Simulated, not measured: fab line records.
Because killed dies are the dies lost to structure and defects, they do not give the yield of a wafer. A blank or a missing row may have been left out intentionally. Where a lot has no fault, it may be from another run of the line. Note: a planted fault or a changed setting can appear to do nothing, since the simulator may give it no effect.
Lot-split experiment | flow n5_finfet | route with 1938 steps; 7 lots, 39 wafers read

== THE SPLIT ITSELF ==
At N5_SD_EPI_N_ETCH_45 (etches SiOCN in CH3F/O2, target depth 6 nm), the setting target_depth_a was moved away from the recipe's 60 angstrom on 15 of the 39 wafers read, by -7.5% to +5.2%. For the rest of the wafers, this setting stayed at what the recipe calls for.

The reading is taken at the split's own step.

== THE READING ==
etch.depth_nm (the simulator's own value, which no gauge read), in nm, at N5_SD_EPI_N_ETCH_45 (etches SiOCN in CH3F/O2, target depth 6 nm). There is no usual value for it anywhere in the file. The 24 wafers here that ran the recipe average 6.024 nm, standard deviation 0.056 nm.

wafer  | tool, chamber at the split | target_depth_a as run, angstrom | against the recipe | etch.depth_nm, nm | against lot-mates on the recipe
L074.1 | rie_diel-02, 0             | 63.14                           | +5.2%              | 6.182             | +0.150
L074.6 | rie_diel-02, 0             | 63.14                           | +5.2%              | 6.182             | +0.150
L074.2 | rie_diel-02, 1             | 63.14                           | +5.2%              | 6.33              | +0.298
L074.3 | rie_diel-02, 3             | 60                              | recipe             | 6.062             | -
L074.4 | rie_diel-02, 3             | 60                              | recipe             | 6.057             | -
L074.5 | rie_diel-02, 1             | 60                              | recipe             | 5.978             | -
L075.1 | rie_diel-02, 1             | 55.99                           | -6.7%              | 5.573             | -0.415
L075.2 | rie_diel-02, 3             | 55.99                           | -6.7%              | 5.608             | -0.380
L075.3 | rie_diel-02, 0             | 55.99                           | -6.7%              | 5.534             | -0.454
L075.4 | rie_diel-02, 0             | 60                              | recipe             | 5.926             | -
L075.5 | rie_diel-02, 1             | 60                              | recipe             | 5.996             | -
L075.6 | rie_diel-02, 3             | 60                              | recipe             | 6.042             | -
L077.1 | rie_diel-02, 1             | 60                              | recipe             | 6.071             | -
L077.2 | rie_diel-02, 0             | 62.67                           | +4.4%              | 6.12              | +0.056
L077.3 | rie_diel-02, 2             | 60                              | recipe             | 6.067             | -
L077.4 | rie_diel-02, 3             | 62.67                           | +4.4%              | 6.321             | +0.257
L077.5 | rie_diel-02, 3             | 62.67                           | +4.4%              | 6.368             | +0.304
L077.6 | rie_diel-02, 2             | 60                              | recipe             | 6.055             | -
L087.1 | rie_diel-01, 2             | 55.53                           | -7.5%              | 5.621             | -0.446
L087.2 | rie_diel-01, 0             | 55.53                           | -7.5%              | 5.578             | -0.489
L087.3 | rie_diel-01, 2             | 60                              | recipe             | 6.083             | -
L087.4 | rie_diel-01, 0             | 60                              | recipe             | 6.051             | -
L087.5 | rie_diel-01, 0             | 55.53                           | -7.5%              | 5.616             | -0.451
L087.6 | rie_diel-01, 2             | 60                              | recipe             | 6.068             | -
L090.1 | rie_diel-04, 1             | 60                              | recipe             | 5.898             | -
L090.2 | rie_diel-04, 0             | 60                              | recipe             | 6.07              | -
L090.5 | rie_diel-04, 1             | 60                              | recipe             | 5.873             | -
L091.1 | rie_diel-01, 2             | 60                              | recipe             | 6.092             | -
L091.2 | rie_diel-01, 3             | 60                              | recipe             | 6.019             | -
L091.3 | rie_diel-01, 1             | 60                              | recipe             | 6.035             | -
L091.4 | rie_diel-01, 0             | 60                              | recipe             | 6.046             | -
L091.5 | rie_diel-01, 2,1           | 60                              | recipe             | 6.027             | -
L091.6 | rie_diel-01, 2,1           | 60                              | recipe             | 6.027             | -
L097.1 | rie_diel-01, 3             | 60                              | recipe             | 5.996             | -
L097.2 | rie_diel-01, 0             | 55.58                           | -7.4%              | 5.516             | -0.495
L097.3 | rie_diel-01, 2             | 55.58                           | -7.4%              | 5.576             | -0.435
L097.4 | rie_diel-01, 1             | 55.58                           | -7.4%              | 5.535             | -0.476
L097.5 | rie_diel-01, 3             | 60                              | recipe             | 5.995             | -
L097.6 | rie_diel-01, 2             | 60                              | recipe             | 6.043             | -
If several chambers appear in one row, that row covers several wafers at once and the file leaves open which wafer was in which chamber.

FIT RESULTS
A straight line over all 39 wafers: etch.depth_nm changes by +0.0579 nm for each +1% of target_depth_a; r = +0.96; the points scatter about the line by 0.068 nm.
The same after taking each lot's own level away (the mean of its wafers on the recipe; 39 wafers): +0.0565 nm for each +1%; r = +0.97; scatter 0.059 nm.
Per that fit: largest target_depth_a move, reading shift of 0.42 nm.
From 5.9470 to 6.0673 nm: that is the span of the lots' own levels, equal to 2.2 times the standard deviation above.
So the lot-to-lot level changes the slope little: the two slopes agree.
Check: for one of the wafers moved furthest among these (-7.5%), held out of the fit, the line's prediction against its lot-mates is -0.441 nm. Against them it came out at -0.446 nm.

== ADDITIONAL SPLITS CARRIED BY THESE WAFERS ==
Before the reading, these wafers also passed through other splits. Each is held against what the fit with the lots' levels taken away leaves over:
other split on the same wafers | wafers away from the commonest value | r with etch.depth_nm (lot level and that fit taken away)
N5_FIN_SAQP_ALD_61 temp_c      | 15                                   | +0.16
N5_DUMMY_GATE_ETCH_32 time_s   | 18                                   | +0.07
N5_DUMMY_GATE_ETCH_42 bias_w   | 12                                   | +0.08

== FILE'S OWN FIT ==
etch.depth_nm changes by +0.0577 nm for each +1% of target_depth_a, r = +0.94.
